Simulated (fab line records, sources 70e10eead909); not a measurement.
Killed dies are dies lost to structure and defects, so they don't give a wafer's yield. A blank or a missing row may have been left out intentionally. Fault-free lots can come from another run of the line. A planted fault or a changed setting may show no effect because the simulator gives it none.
Matching of chambers ; flow nand_harc ; NHARC_A_WL_FILL_ALD_19 on ald_metal-01: 4 sister chambers
The step deposits TiN, target thk 2 nm, pulse time 3 s, ald cycles 100. 36 wafers are shown with their chamber, then 12 later ones without.

== WAFERS PAIRED WITH THEIR CHAMBERS ==
wafer;chamber;heater_power_w (W);precursor_pulse_height_rel
L074.3;1;1140;1.018
L074.4;3;1051;1.012
L074.6;1;1145;1.004
L077.1;3;1028;1.014
L077.4;1;1145;1.000
L077.6;2;1107;0.960
L078.1;3;1022;0.977
L078.5;3;1004;1.005
L078.6;2;1095;1.021
L080.1;0;991;0.986
L080.4;2;1080;0.973
L080.5;1;1173;0.992
L080.2;1;1163;1.020
L080.3;3;946;0.979
L080.6;0;967;0.998
L082.1;0;968;1.009
L082.2;1;1165;0.998
L082.4;3;958;1.012
L084.4;0;965;1.000
L084.5;3;983;1.023
L084.6;0;980;1.011
L087.1;2;1091;1.005
L087.2;0;979;1.016
L087.5;0;962;0.987
L087.3;1;1161;0.988
L087.4;3;980;1.013
L087.6;1;1168;1.011
L088.3;2;1088;1.007
L088.4;0;966;1.026
L088.6;1;1178;0.996
L092.1;0;974;1.000
L092.3;3;984;1.034
L092.6;3;943;1.037
L092.2;2;1096;1.009
L092.4;1;1170;0.999
L092.5;0;1002;0.991

SIGNATURES (averages over the wafers above)
reading;chamber 0;chamber 1;chamber 2;chamber 3;scatter within a chamber
heater_power_w;975.40;1160.80;1092.83;989.90;21.8
precursor_pulse_height_rel;1.00240;1.00260;0.99583;1.01060;0.0167
Rule: for each reading, subtract the chamber's mean from the wafer's reading, divide by that reading's scatter and square the result; add these up over the readings and take the root, which gives the wafer's distance from the chamber. If the next closest chamber is less than 2 further off than the closest, the wafer can't be placed; otherwise it belongs to the closest. The scatter: the root of (the sum of the squares of (reading less its chamber's mean) over the shown wafers, divided by (wafers less chambers)).

== WAFERS MISSING THEIR CHAMBER ==
wafer;heater_power_w (W);precursor_pulse_height_rel
L093.1;958;1.001
L093.2;1153;0.991
L093.6;1193;1.005
L095.2;1008;0.986
L095.3;1114;0.997
L095.4;960;1.020
L095.1;1194;1.040
L095.5;1199;1.004
L095.6;993;1.029
L096.1;966;1.011
L096.2;1080;1.004
L096.3;1212;0.993

== CHAMBER TAKEN BY EACH ==
wafer;from the rows above;in truth
L093.1;can't be placed: 0 or 3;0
L093.2;can't be placed: 1 or 2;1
L093.6;1;1
L095.2;can't be placed: 3 or 0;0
L095.3;can't be placed: 2 or 1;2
L095.4;can't be placed: 0 or 3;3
L095.1;1;1
L095.5;1;1
L095.6;can't be placed: 3 or 0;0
L096.1;can't be placed: 0 or 3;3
L096.2;2;2
L096.3;1;1
Correctly placed: 5 of 12. Not placeable from these rows: 7 (in 7, the candidates include the true chamber). Number placed wrongly: 0.
